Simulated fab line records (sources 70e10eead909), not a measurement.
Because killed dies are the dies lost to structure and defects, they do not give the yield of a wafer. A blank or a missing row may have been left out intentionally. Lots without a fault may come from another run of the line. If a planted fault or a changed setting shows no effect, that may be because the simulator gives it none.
The tool behind it: which one? | flow nand_harc | Sampling: 6 lots, 18 wafers, 5 of 1302 route steps

== WHAT THE GAUGES READ, wafer by wafer ==
NHARC_END_SORT_01.
lot  | measured     | on        | killed_at_array
L570 | day 33 04:23 | prober-02 | 674 80 83

== TOOL THAT RAN EACH LOT (tool first, then ch and the chambers of the sampled wafers, then the start) ==
lot  | NHARC_A_STAIRCASE_TRIM_187         | NHARC_A_STAIRCASE_TRIM_198                    | NHARC_A_STAIRCASE_ETCH_199         | NHARC_A_STAIRCASE_STRIP_205
L550 | rie_diel-02 ch 0,2, day 16 15:16   | rie_diel-06 ch 2,3, day 16 16:55 or earlier   | rie_diel-06 ch 0,1,3, day 16 16:55 | plasma_asher-01 ch 0, day 16 17:33
L554 | rie_diel-03 ch 0,2, day 17 16:05   | rie_diel-06 ch 1,2, day 17 18:34 or earlier   | rie_diel-06 ch 0,1,3, day 17 18:34 | plasma_asher-02 ch 0,1, day 17 19:20
L556 | rie_diel-06 ch 0,2,3, day 18 05:20 | rie_diel-02 ch 0,1,2, day 18 07:28 or earlier | rie_diel-02 ch 0,2,3, day 18 07:28 | plasma_asher-01 ch 0,1, day 18 08:19
L559 | rie_diel-02 ch 0,2,3, day 20 02:51 | rie_diel-02 ch 0,1, day 20 04:17 or earlier   | rie_diel-02 ch 0,1,2, day 20 04:17 | plasma_asher-01 ch 1, day 20 04:58
L570 | rie_diel-03 ch 0,2,3, day 24 14:53 | rie_diel-02 ch 1,2,3, day 24 17:15 or earlier | rie_diel-02 ch 0,1,3, day 24 17:15 | plasma_asher-02 ch 0,1, day 24 17:53
L573 | rie_diel-02 ch 0,1, day 25 10:08   | rie_diel-03 ch 0,1, day 25 11:43 or earlier   | rie_diel-03 ch 0,2,3, day 25 11:43 | plasma_asher-01 ch 0,1, day 25 12:21
- NHARC_A_STAIRCASE_TRIM_187: chemistry O2, time 211.2 s.
- NHARC_A_STAIRCASE_TRIM_198: chemistry O2, time 211.2 s.
- NHARC_A_STAIRCASE_ETCH_199: etches the open film in C4F8/O2, target depth 100 nm, time 40.5 s.
- NHARC_A_STAIRCASE_STRIP_205: strips in O2.

== THE ANSWER, worked out from the rows above alone ==
Rule: usual is defined by the lots themselves. The widest of any qualifying gaps counts: lots, ordered by their means at a reading, are off when they make up no more than a third of the lots, leave a main group of 4 or more, and stand apart from it by 3 or more times the standard deviation of that group's means. Not used: any main group whose means are identical at the precision the tables above print for the reading. Also off: a lot with no number at a reading for which 4 or more lots have one. Where the step has rows for the other lots, those lots are counted as sound.
None of the lots is off at any reading shown; this tells nothing.

== WHAT HAD BEEN PUT IN BY THE SIMULATOR ==
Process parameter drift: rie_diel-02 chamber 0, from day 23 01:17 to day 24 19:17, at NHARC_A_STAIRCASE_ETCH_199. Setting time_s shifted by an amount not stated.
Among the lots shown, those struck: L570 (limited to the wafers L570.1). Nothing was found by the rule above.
